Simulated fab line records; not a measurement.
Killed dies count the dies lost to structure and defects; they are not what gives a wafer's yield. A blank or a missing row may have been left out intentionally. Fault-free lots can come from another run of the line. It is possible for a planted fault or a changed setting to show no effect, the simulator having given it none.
Which tool was responsible? + flow nand harc + 11 lots, 33 wafers sampled, at 6 steps of a route of 1302

== WHAT THE GAUGES SHOWED, per wafer ==
NHARC_A_M0_CD_MEAS_09 targets a cd of 80 nm.
| lot  | measured     | on        | cd nm (nm)        |
|------|--------------|-----------|-------------------|
| L887 | day 23 15:49 | cd sem-02 | 79.5 79.8 80.0    |
| L889 | day 24 06:53 | cd sem-01 | 79.4 79.6 79.9    |
| L886 | day 24 13:11 | cd sem-02 | 79.4 79.6 80.0    |
| L891 | day 25 21:08 | cd sem-02 | 79.4 79.6 80.3    |
| L893 | day 26 19:04 | cd sem-03 | 81.4 80.4 81.0    |
| L897 | day 28 02:01 | cd sem-02 | 79.1 79.4 79.2    |
| L900 | day 30 08:14 | cd sem-02 | 107.3 107.7 107.1 |
| L902 | day 30 15:34 | cd sem-01 | 104.0 103.5 103.8 |
| L905 | day 30 22:27 | cd sem-02 | 80.5 80.1 80.8    |
| L906 | day 31 13:18 | cd sem-03 | 80.8 80.8 80.2    |
| L907 | day 32 04:13 | cd sem-01 | 80.7 80.4 80.4    |

NHARC_A_M0_OVL_MEAS_10: pitch 160 nm.
| lot  | measured     | on         | overlay x nm (nm) | overlay y nm (nm) |
|------|--------------|------------|-------------------|-------------------|
| L887 | day 23 15:53 | overlay-01 | 0.2 0.8 -0.4      | -2.0 -1.2 -1.1    |
| L889 | day 24 06:58 | overlay-01 | 0.2 0.3 0.3       | 0.6 0.9 1.0       |
| L886 | day 24 13:16 | overlay-01 | -1.0 -0.4 -1.1    | 1.1 0.9 1.1       |
| L891 | day 25 21:14 | overlay-02 | 0.2 -0.5 0.3      | 0.0 0.3 0.0       |
| L893 | day 26 19:09 | overlay-02 | -0.5 -1.2 -0.5    | 0.5 0.1 -0.2      |
| L897 | day 28 02:06 | overlay-02 | 0.1 0.2 -0.1      | -0.8 -0.1 -1.2    |
| L900 | day 30 08:19 | overlay-01 | -0.8 -0.7 -1.0    | 1.0 0.8 0.7       |
| L902 | day 30 15:38 | overlay-01 | 0.1 0.6 0.1       | -0.2 -0.5 -0.3    |
| L905 | day 30 22:32 | overlay-01 | 0.2 -0.5 0.1      | 1.0 0.9 1.1       |
| L906 | day 31 13:23 | overlay-01 | 0.1 0.1 0.0       | -0.1 -0.6 0.2     |
| L907 | day 32 04:18 | overlay-02 | -0.7 -0.4 -0.7    | 1.6 1.4 1.5       |

NHARC_A_M0_INSPECT_11.
| lot  | measured     | on                | raw defect count |
|------|--------------|-------------------|------------------|
| L887 | day 23 15:56 | defect inspect-01 | 72 66 75         |
| L889 | day 24 07:00 | defect inspect-01 | 155 141 148      |
| L886 | day 24 13:18 | defect inspect-02 | 72 70 77         |
| L891 | day 25 21:16 | defect inspect-02 | 108 118 104      |
| L893 | day 26 19:11 | defect inspect-01 | 35 24 30         |
| L897 | day 28 02:08 | defect inspect-02 | 52 53 56         |
| L900 | day 30 08:22 | defect inspect-01 | 55 57 49         |
| L902 | day 30 15:41 | defect inspect-02 | 106 104 96       |
| L905 | day 30 22:34 | defect inspect-02 | 67 68 71         |
| L906 | day 31 13:25 | defect inspect-02 | 74 91 88         |
| L907 | day 32 04:20 | defect inspect-01 | 66 77 70         |

NHARC_END_SORT_01.
| lot  | measured     | on        | defect limited yield (%) | killed at array | killed at other | killed at periphery | killed dies | killed open | killed short | sort_bin_2_pct (%) | sort_bin_3_pct (%) | sort_bin_4_pct (%) | sort n pass | sort rim yield pct (%) | sort yield pct (%) |
|------|--------------|-----------|--------------------------|-----------------|-----------------|---------------------|-------------|-------------|--------------|--------------------|--------------------|--------------------|-------------|------------------------|--------------------|
| L902 | day 32 08:45 | prober-02 | 88.2 87.9                | 74 70           | 1 0             | 5 12                | 80 82       | 3 5         | 0 2          | 4.9 3.7            | 0.7 1.2            | 6.2 7.2            | 597 595     | 89 90                  | 88.2 87.9          |

== EACH LOT AND THE TOOL THAT RAN IT (in order: tool; ch and the chambers of the sampled wafers; start) ==
| lot  | NHARC_A_BLC_STRIP_29               | NHARC_A_M0_EXPOSE_06               |
|------|------------------------------------|------------------------------------|
| L887 | rie diel-11 ch 0,3, day 23 13:06   | arfi scanner-01 ch 0, day 23 15:40 |
| L889 | rie diel-06 ch 0,2,3, day 24 04:13 | arfi scanner-01 ch 0, day 24 06:45 |
| L886 | rie diel-11 ch 0,2,3, day 24 10:16 | arfi scanner-03 ch 0, day 24 13:02 |
| L891 | rie diel-11 ch 2,3, day 25 18:18   | arfi scanner-02 ch 0, day 25 21:00 |
| L893 | rie diel-09 ch 0,1, day 26 16:20   | arfi scanner-02 ch 0, day 26 18:56 |
| L897 | rie diel-06 ch 0,1,2, day 27 23:12 | arfi scanner-03 ch 0, day 28 01:53 |
| L900 | rie diel-06 ch 0,1, day 30 05:17   | arfi scanner-03 ch 0, day 30 08:07 |
| L902 | rie diel-11 ch 1,2, day 30 12:52   | arfi scanner-03 ch 0, day 30 15:25 |
| L905 | rie diel-06 ch 0,2, day 30 19:37   | arfi scanner-02 ch 0, day 30 22:18 |
| L906 | rie diel-06 ch 0,3, day 31 10:35   | arfi scanner-02 ch 0, day 31 13:10 |
| L907 | rie diel-09 ch 1,3, day 32 01:22   | arfi scanner-01 ch 0, day 32 04:04 |
- NHARC_A_BLC_STRIP_29: strips in CF4.
- NHARC_A_M0_EXPOSE_06: exposes mask A M0, target cd 80 nm.

== AS READ BY THE TOOLS THEMSELVES (means over the sampled wafers that have a number; for cases with no such wafer, the mark the record gives instead) ==
NHARC_A_BLC_STRIP_29.
| lot  | tool        | drypump motor current A (A) | oes product au (a.u.) | rf vpp V (V) | showerhead plenum p Torr (Torr) | throttle valve pct (%) |
|------|-------------|-----------------------------|-----------------------|--------------|---------------------------------|------------------------|
| L887 | rie diel-11 | 5.4                         | 1.006                 | 59.1         | 1.81                            | 13.280                 |
| L889 | rie diel-06 | 5.3                         | 1.003                 | 59.0         | 1.78                            | 13.286                 |
| L886 | rie diel-11 | 5.8                         | 1.005                 | 58.5         | 1.74                            | 13.287                 |
| L891 | rie diel-11 | 5.7                         | 1.000                 | 59.4         | 1.79                            | 13.282                 |
| L893 | rie diel-09 | 5.3                         | 0.998                 | 59.5         | 1.79                            | 13.287                 |
| L897 | rie diel-06 | 5.3                         | 1.001                 | 59.9         | 1.81                            | 13.275                 |
| L900 | rie diel-06 | 5.4                         | 1.010                 | 59.9         | 1.78                            | 13.286                 |
| L902 | rie diel-11 | 6.3                         | 0.992                 | 59.2         | 1.68                            | 13.279                 |
| L905 | rie diel-06 | 5.2                         | 1.004                 | 59.2         | 1.80                            | 13.289                 |
| L906 | rie diel-06 | 5.6                         | 0.998                 | 58.8         | 1.73                            | 13.283                 |
| L907 | rie diel-09 | 5.8                         | 1.007                 | 59.5         | 1.86                            | 13.287                 |

NHARC_A_M0_EXPOSE_06.
| lot  | tool            | exposure dose mJ cm2 | reticle temp C (C) |
|------|-----------------|----------------------|--------------------|
| L887 | arfi scanner-01 | 83.26                | 23.10              |
| L889 | arfi scanner-01 | 83.21                | 22.86              |
| L886 | arfi scanner-03 | 83.21                | 23.10              |
| L891 | arfi scanner-02 | 83.09                | 22.91              |
| L893 | arfi scanner-02 | 83.05                | 22.99              |
| L897 | arfi scanner-03 | 83.02                | 23.02              |
| L900 | arfi scanner-03 | 127.83               | 23.06              |
| L902 | arfi scanner-03 | 119.44               | 22.94              |
| L905 | arfi scanner-02 | 83.10                | 22.92              |
| L906 | arfi scanner-02 | 83.02                | 23.05              |
| L907 | arfi scanner-01 | 83.14                | 23.16              |

== THE ANSWER, worked out from the rows above alone ==
Rule: usual is defined by the lots themselves. Put in order of their means at a reading, lots are off if they are a third of the lots or fewer, leave a main group of 4 or more, and stand apart from it by a gap of 3 or more times the standard deviation of the main group's means; of several such gaps the widest counts. A main group is skipped when, at the precision printed for the reading in the tables above, its means are all equal. Also off: a lot with no number at a reading for which 4 or more lots have one. The other lots that the step has rows for count as sound. After the gauges, taken in route order, come the tools' own readings; for these a lot's mean is taken, as printed above. The first step at which some lot is off is used, and at that step the reading that is off furthest; a lot without a number counts as furthest.
Off, at NHARC_A_M0_CD_MEAS_09 on cd nm: L900, L902. Mean 80.1 nm and standard deviation 0.54 in the main group.
A tool fits if, at a process step before that reading, it ran every lot that is off, and no sound lot after the first of them. Not tried: the gauges at NHARC_A_M0_CD_MEAS_09; whatever is off there is also off at NHARC_A_M0_EXPOSE_06, on other tools, and gauge error can't account for it. One fits: NHARC_A_M0_EXPOSE_06 on arfi scanner-03. A fault onset in the window from L897 (day 28 01:53, its last sound lot) to L900 (day 30 08:07, its first lot off) fits.
On the lots that are off, the tool's own readings at NHARC_A_M0_EXPOSE_06 differ by more than 5 times the standard deviation of the sound lots' means, which bears it out; exposure dose mJ cm2 reads 123.63 there versus 83.12 on the sound lots.

== WHAT THE SIMULATOR HAD INSERTED ==
Process parameters drifting: arfi scanner-03 at NHARC_A_M0_EXPOSE_06, beginning at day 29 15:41. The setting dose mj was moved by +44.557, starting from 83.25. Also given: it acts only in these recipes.
Lots struck among those shown: L900, L902. The rule above reached the same finding.
